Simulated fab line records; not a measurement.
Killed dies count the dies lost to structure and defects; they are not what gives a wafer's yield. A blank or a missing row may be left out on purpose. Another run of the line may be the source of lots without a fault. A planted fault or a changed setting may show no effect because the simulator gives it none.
fab line records	flow n5-finfet
[record] lots = 11	wafers = 29	last-day = 18
route steps=1938 shown HKMG_FIN@454 GATE_CUT@466 BEOL_M4@1111
lots that met no fault: taken from a fault-free run of the same line
start-h: hours from the record's first day to the start of the lot's first wafer shown	wait-h: hours since the lot's step before	" unchanged from the row above	L1.1+2: a row that stands for several wafers	- value missing, or start not given	* or withheld: withheld	< > ~ a bound
route shown NAME@n: a module of which the file shows steps, and the number in the route of the first	usual: mean/standard deviation of fault-free wafers	same: alike in all rows	chamber/n: place in a boat	sites: the reading at each site	_std_site: standard deviation of those values	_edge_site: the outer-site mean with the inner-site mean subtracted	radius-mm: how far each site lies from the wafer's centre	mask NAME#n: copy n	behind: the tool/chamber that last shaped the wafer	hold: what put the lot on hold/how long, in hours/how the hold closed	device: the n, p or np transistor that did not switch	end of line: tests of these same wafers at the route's end	step lacking rows: just its recipe	killed: dies lost to structure and defects at the first sort, not the wafer's yield	map: shows each die of a wafer: x if killed, . if not, _ if none is there
set.NAME: the setting the step ran with; set.NAME@STEP: the setting that earlier step ran with	model.NAME: the simulator's own value behind a step, which no gauge read
steps of the route over a sample of lots; a table a step, a row a wafer
services: a tool's chamber out of use, with start hour (start-h, from the record's first day; less than 0 if before it), hours out, and reason
[[steps]]
[step N5_HKMG_FIN_ETCHBACK_68]
[recipe] chemistry = Cl2/Ar	stop-on = HfO2	target-depth-a = 5	pressure-mtorr = 10	icp-w = 600	bias-w = 60	Cl2_flow_sccm = 40	Ar_flow_sccm = 60
[usual] drypump-motor-current-A = 5.62/0.26	oes-product-au = 0.75/0.15	throttle-valve-pct = 21.19/0.17
lot.wafer	tool	chamber	start-h	wait-h	drypump-motor-current-A	oes-product-au	rf-hours-counter-h	throttle-valve-pct
L266.4	rie-metal-01	0	78.25	0.1	5.40	0.92	-	21.10
L266.6	"	0	"	"	5.39	0.93	-	21.11
L268.2	rie-metal-03	1	91.85	0.0	5.48	0.76	36	20.96
L268.3	"	0	"	"	5.98	0.62	-	21.38
L270.1	rie-metal-03	0	100.93	0.0	5.98	0.62	112	21.39
L270.4	"	1	"	"	5.48	0.75	-	20.98
L270.5	"	0	"	"	6.02	0.62	-	21.39
L272.1	rie-metal-03	1	114.86	0.0	5.47	0.74	39	20.98
L272.3	"	1	"	"	5.46	0.75	-	20.97
L272.4	"	0	"	"	6.00	0.62	-	21.39
L273.2	rie-metal-02	0	120.63	0.0	5.29	0.61	117	21.19
L273.3	"	0	"	"	5.28	0.61	-	21.19
L273.5	"	1	"	"	5.77	0.57	-	21.09
L274.3	rie-metal-03	1	129.61	0.1	5.48	0.76	-	20.96
L274.4	"	0	"	"	6.01	0.62	-	21.38
L274.6	"	1	"	"	5.51	0.75	-	20.95
L276.2	rie-metal-03	0	139.02	0.0	6.02	0.62	116	21.40
L276.4	"	0	"	"	5.96	0.62	-	21.38
L276.6	"	0	"	"	6.00	0.61	-	21.38
L277.1	rie-metal-01	1	141.68	0.0	5.85	0.97	1	21.42
L277.2	"	0	"	"	5.39	0.87	10	21.13
L277.6	"	1	"	"	5.86	0.97	-	21.43
L278.2	rie-metal-01	0	151.31	0.0	5.39	0.87	11	21.12
L278.5	"	1	"	"	5.86	0.96	-	21.44
L278.6	"	0	"	"	5.41	0.87	-	21.12
L285.1	rie-metal-01	0	194.67	0.0	5.40	0.85	14	21.13
L285.6	"	0	"	"	5.39	0.86	-	21.13
L289.2	rie-metal-02	0	217.94	0.0	5.27	0.60	130	21.22
L289.4	"	0	"	"	5.28	0.59	-	21.23
[step N5_HKMG_FIN_STRIP_69]
[recipe] chemistry = N2/H2	power-w = 2500	temp-c = 300	h2-frac = 0.65	time-s = 360	pressure-mtorr = withheld	n2-flow-sccm = 1750	h2-flow-sccm = 3250
[usual] drypump-motor-current-A = 5.7/0.5	heater-power-w = 486/27
[same] time-s = 360
lot.wafer	tool	chamber	start-h	wait-h	drypump-motor-current-A	heater-power-w	rf-hours-counter-h
L266.4	plasma-asher-01	0	78.47	0.2	5.1	511	-
L266.6	"	1	"	"	6.4	475	-
L268.2	plasma-asher-01	1	91.99	0.1	6.4	467	44
L268.3	"	1	"	"	6.4	469	-
L270.1	plasma-asher-01	0	101.07	0.1	5.1	524	46
L270.4	"	1	"	"	6.4	474	-
L270.5	"	0	"	"	5.1	527	-
L272.1	plasma-asher-01	1	115.00	0.1	6.4	456	49
L272.3	"	0	"	"	5.1	536	-
L272.4	"	1	"	"	6.4	475	-
L273.2	plasma-asher-02	0	120.77	0.1	5.8	463	91
L273.3	"	0	"	"	5.8	450	-
L273.5	"	1	"	"	5.5	487	-
L274.3	plasma-asher-02	1	129.83	0.2	5.5	485	-
L274.4	"	0	"	"	5.8	458	-
L274.6	"	1	"	"	5.5	489	-
L276.2	plasma-asher-02	1	139.16	0.1	5.5	482	95
L276.4	"	0	"	"	5.8	454	-
L276.6	"	0	"	"	5.8	460	-
L277.1	plasma-asher-02	0	141.82	0.1	5.8	459	97
L277.2	"	1	"	"	5.5	481	97
L277.6	"	1	"	"	5.5	482	-
L278.2	plasma-asher-02	1	151.48	0.1	5.5	482	100
L278.5	"	1	"	"	5.5	483	-
L278.6	"	0	"	"	5.8	459	-
L285.1	plasma-asher-02	0	194.86	0.1	5.8	459	109
L285.6	"	0	"	"	5.8	458	-
L289.2	plasma-asher-01	1	218.08	0.1	6.4	476	65
L289.4	"	1	"	"	6.5	473	-
[step N5_HKMG_FIN_ALD_72]
[recipe] material = W	target-thk-a = 20	temp-c = 300	pressure-torr = 7.5	ald-precursor-family = WF6	ald-co-reactant = B2H6	pulse-time-s = 1	purge-time-s = 2	co-reactant-purge-time-s = 2	co-reactant-pulse-time-s = 3	ald-cycles = 7
[usual] heater-power-outer-w = 258/30	heater-power-w = 471/64	precursor-pulse-height-rel = 1.003/0.02	susceptor-temp-C = 299.99/0.19
lot.wafer	tool	chamber	start-h	wait-h	heater-power-outer-w	heater-power-w	precursor-pulse-height-rel	since-wet-clean-h	susceptor-temp-C
L266.4	cvd-w-02	0	79.11	0.2	235	416	0.993	-	299.88
L266.6	"	0	"	"	232	421	0.983	-	300.12
L268.2	cvd-w-01	0	92.74	0.2	308	571	0.996	775	299.97
L268.3	"	0	"	"	297	555	1.001	-	299.69
L270.1	cvd-w-02	0	101.82	0.2	233	430	1.010	270	299.84
L270.4	"	0	"	"	233	418	1.039	-	299.70
L270.5	"	1	"	"	224	389	0.997	-	300.25
L272.1	cvd-w-01	1	115.75	0.2	261	470	1.017	798	300.24
L272.3	"	0	"	"	296	563	0.998	-	299.98
L272.4	"	1	"	"	258	463	0.971	-	299.58
L273.2	cvd-w-01	1	121.52	0.2	265	473	1.015	804	299.71
L273.3	"	0	"	"	300	548	0.993	-	299.71
L273.5	"	1	"	"	257	481	1.002	-	299.81
L274.3	cvd-w-02	1	130.48	0.2	224	392	0.965	-	299.72
L274.4	"	0	"	"	233	420	1.003	-	300.14
L274.6	"	1	"	"	218	401	1.006	-	299.88
L276.2	cvd-w-01	1	139.91	0.2	265	471	1.010	822	300.22
L276.4	"	0	"	"	300	558	0.999	-	299.92
L276.6	"	0	"	"	300	571	0.995	-	300.01
L277.1	cvd-w-01	0	142.56	0.2	305	571	1.006	825	300.21
L277.2	"	1	"	"	268	471	1.026	825	300.23
L277.6	"	1	"	"	260	465	1.009	-	300.08
L278.2	cvd-w-02	0	152.22	0.2	233	421	1.012	320	300.00
L278.5	"	1	"	"	222	396	1.037	-	299.91
L278.6	"	0	"	"	231	413	1.010	-	300.29
L285.1	cvd-w-02	0	195.60	0.2	223	415	0.963	364	300.24
L285.6	"	0	"	"	231	422	1.020	-	300.15
L289.2	cvd-w-01	1	218.82	0.2	260	472	0.982	901	299.90
L289.4	"	1	"	"	260	468	1.011	-	300.10
[step N5_GATE_CUT_ETCH_56]
[recipe] chemistry = Cl2/Ar	target = TiN	target-depth-a = 216	pressure-mtorr = 10	icp-w = 600	bias-w = 60	Cl2_flow_sccm = 40	Ar_flow_sccm = 60
[usual] drypump-motor-current-A = 5.61/0.25	oes-product-au = 0.78/0.14	rf-fwd-power-W = 595.0/2.2	throttle-valve-pct = 21.20/0.19
lot.wafer	tool	chamber	start-h	wait-h	drypump-motor-current-A	oes-product-au	rf-fwd-power-W	rf-hours-counter-h	throttle-valve-pct
L266.4	rie-metal-01	0	80.16	0.1	5.39	0.93	592.7	-	21.10
L266.6	"	0	"	"	5.39	0.93	592.2	-	21.08
L268.2	rie-metal-03	1	93.82	0.1	5.45	0.75	594.0	36	20.97
L268.3	"	0	"	"	5.98	0.62	596.2	-	21.36
L270.1	rie-metal-02	0	102.85	0.1	5.27	0.62	595.9	116	21.19
L270.4	"	1	"	"	5.84	0.58	598.1	-	21.11
L270.5	"	0	"	"	5.27	0.61	594.5	-	21.20
L272.1	rie-metal-01	0	116.90	0.2	5.38	0.91	594.4	7	21.11
L272.3	"	0	"	"	5.38	0.90	593.6	-	21.11
L272.4	"	0	"	"	5.38	0.89	593.5	-	21.10
L273.2	rie-metal-01	0	122.84	0.2	5.40	0.90	590.1	-	21.09
L273.3	"	0	"	"	5.39	0.91	594.5	-	21.09
L273.5	"	0	"	"	5.39	0.90	594.8	-	21.09
L274.3	rie-metal-03	0	131.52	0.1	6.01	0.61	595.0	-	21.39
L274.4	"	1	"	"	5.48	0.75	597.4	-	20.97
L274.6	"	0	"	"	6.00	0.61	591.1	-	21.37
L276.2	rie-metal-03	0	140.94	0.1	5.96	0.62	594.6	116	21.38
L276.4	"	1	"	"	5.50	0.75	596.0	-	20.96
L276.6	"	1	"	"	5.43	0.75	597.3	-	20.96
L277.1	rie-metal-01	1	143.60	0.1	5.86	1.11	743.4	2	21.27
L277.2	"	0	"	"	5.40	1.00	737.3	10	20.97
L277.6	"	1	"	"	5.84	1.11	745.1	-	21.27
L278.2	rie-metal-01	0	153.26	0.1	5.40	1.00	736.8	11	20.96
L278.5	"	0	"	"	5.40	1.00	736.6	-	20.99
L278.6	"	1	"	"	5.85	1.10	741.4	-	21.26
L285.1	rie-metal-03	1	196.82	0.2	5.49	0.74	593.7	46	20.98
L285.6	"	1	"	"	5.47	0.74	598.2	-	20.97
L289.2	rie-metal-03	0	219.86	0.1	5.99	0.61	592.0	122	21.41
L289.4	"	1	"	"	5.45	0.72	596.9	-	21.00
[step N5_BEOL_M4_RC_MEAS_101]
[usual] DIBL_N = 36.1/2	DIBL_P = 36.3/2.5	IOFF_N = 0.16/0.037	IOFF_P = 0.21/0.039	ION_N = 678/15	ION_P = 465/8.7	SS_N = 71.4/0.7	SS_P = 73.3/0.74	VT_N = 249/3.6	VT_P = -250.0/2.9
lot.wafer	tool	chamber	start-h	wait-h	DIBL_N[mV/V]	DIBL_P[mV/V]	IOFF_N[nA/um]	IOFF_P[nA/um]	ION_N[uA/um]	ION_P[uA/um]	SS_N[mV/dec]	SS_P[mV/dec]	VT_N[mV]	VT_P[mV]
L266.4	prober-01	0	162.15	0.5	35.5	36.4	0.16	0.26	669	475	72.2	73.6	251	-243.3
L266.6	"	0	"	"	33.2	33.5	0.11	0.20	649	462	71.1	72.7	257	-247.6
L268.2	prober-01	0	191.52	0.2	35.7	35.4	0.14	0.17	675	457	70.6	73.0	254	-255.2
L268.3	"	0	"	"	37.6	37.8	0.18	0.22	674	460	72.1	74.7	249	-249.7
L270.1	prober-01	0	195.83	0.0	37.2	35.6	0.17	0.23	688	472	71.7	74.1	249	-251.1
L270.4	"	0	"	"	39.2	36.4	0.20	0.25	681	459	72.3	73.8	247	-249.6
L270.5	"	0	"	"	38.7	36.8	0.18	0.26	688	473	72.6	73.2	249	-251.2
L272.1	prober-01	0	198.46	0.1	34.8	35.2	0.14	0.18	687	470	71.5	72.7	251	-250.1
L272.3	"	0	"	"	34.5	35.1	0.13	0.17	670	459	71.3	73.1	251	-251.9
L272.4	"	0	"	"	38.4	40.7	0.21	0.27	687	472	72.4	74.3	244	-245.6
L273.2	prober-02	0	199.78	0.2	32.3	30.4	0.09	0.14	653	459	70.1	71.2	257	-253.7
L273.3	"	0	"	"	34.5	33.9	0.12	0.18	666	465	71.4	73.0	251	-250.1
L273.5	"	0	"	"	37.8	38.5	0.17	0.25	672	467	71.9	73.8	248	-247.8
L274.3	prober-02	0	233.23	0.3	38.9	40.1	0.20	0.21	675	456	72.3	73.5	250	-253.0
L274.4	"	0	"	"	35.9	37.6	0.15	0.18	673	453	71.5	72.7	252	-254.6
L274.6	"	0	"	"	36.7	38.4	0.16	0.19	670	452	72.0	72.8	252	-253.3
L276.2	prober-02	0	238.91	0.2	34.5	33.9	0.13	0.19	677	467	71.6	73.5	249	-249.3
L276.4	"	0	"	"	36.6	35.8	0.16	0.22	685	462	72.0	73.9	246	-250.9
L276.6	"	0	"	"	36.0	35.6	0.16	0.21	683	465	71.9	73.1	247	-249.6
L277.1	prober-01	0	255.86	0.0	34.2	32.9	0.12	0.19	666	463	70.9	72.2	253	-250.1
L277.2	"	0	"	"	35.7	34.2	0.14	0.20	675	466	71.2	73.9	252	-249.2
L277.6	"	0	"	"	39.3	38.5	0.20	0.28	667	456	73.3	73.9	247	-248.1
L278.2	prober-02	0	256.44	0.2	38.8	41.2	0.25	0.32	705	485	72.3	73.9	243	-243.5
L278.5	"	0	"	"	33.9	34.1	0.13	0.19	680	468	70.7	72.6	249	-252.0
L278.6	"	0	"	"	38.7	39.1	0.23	0.27	697	474	72.0	73.4	244	-249.4
L285.1	prober-02	0	308.27	0.0	34.5	35.3	0.15	0.20	690	476	71.0	72.5	249	-250.5
L285.6	"	0	"	"	34.3	35.2	0.13	0.19	660	453	70.8	72.5	252	-249.1
L289.2	prober-02	0	313.26	0.2	34.2	34.1	0.13	0.18	676	466	70.1	73.3	251	-251.3
L289.4	"	0	"	"	36.9	37.5	0.16	0.23	672	468	71.6	74.1	251	-249.1
[[services]]
tool	chamber	start-h	hours	kind
rie-metal-02	0	55.83	15.4	repair
rie-metal-02	1	61.91	23.1	repair
cvd-w-02	-	66.89	6.9	pm
cvd-w-01	-	77.03	14.6	pm
rie-metal-01	1	111.38	-	clean
rie-metal-01	1	111.38	16.4	scheduled-down
rie-metal-01	1	111.38	16.4	vent-cycle
rie-metal-03	-	119.00	2.8	pm
rie-metal-02	1	127.65	-	clean
rie-metal-02	1	127.65	19.8	scheduled-down
rie-metal-02	1	127.65	19.8	vent-cycle
plasma-asher-01	-	137.25	14.6	pm
cvd-w-01	-	150.71	2.8	pm
rie-metal-01	-	158.39	2.1	repair
plasma-asher-02	-	178.06	0.3	repair
cvd-w-01	-	188.19	1.5	repair
rie-metal-03	0	188.68	12.9	repair
[[key]]
[first-sign] step = N5_GATE_CUT_ETCH_56	reading = rf-fwd-power-W	direction = up	sigmas = 64	usual = *	struck = *
[effect] step = N5_GATE_CUT_ETCH_56	reading = oes-product-au	direction = up	sigmas = 1.9	usual = 0.78	struck = 1.05
met-at N5_GATE_CUT_ETCH_56
struck-lots L277,L278
not-acting-at N5_HKMG_FIN_ETCHBACK_68,N5_HKMG_FIN_STRIP_69,N5_HKMG_FIN_ALD_72
onset-between 122.84 143.60
[fault] kind = process-parameter-drift	tool = rie-metal-01	chamber = -	onset-h = 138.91	steps = N5_GATE_CUT_ETCH_56	channel = icp-w	offset = 144	shape = step	end-h = 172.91	acts-in = these-recipes-only	stated = 600
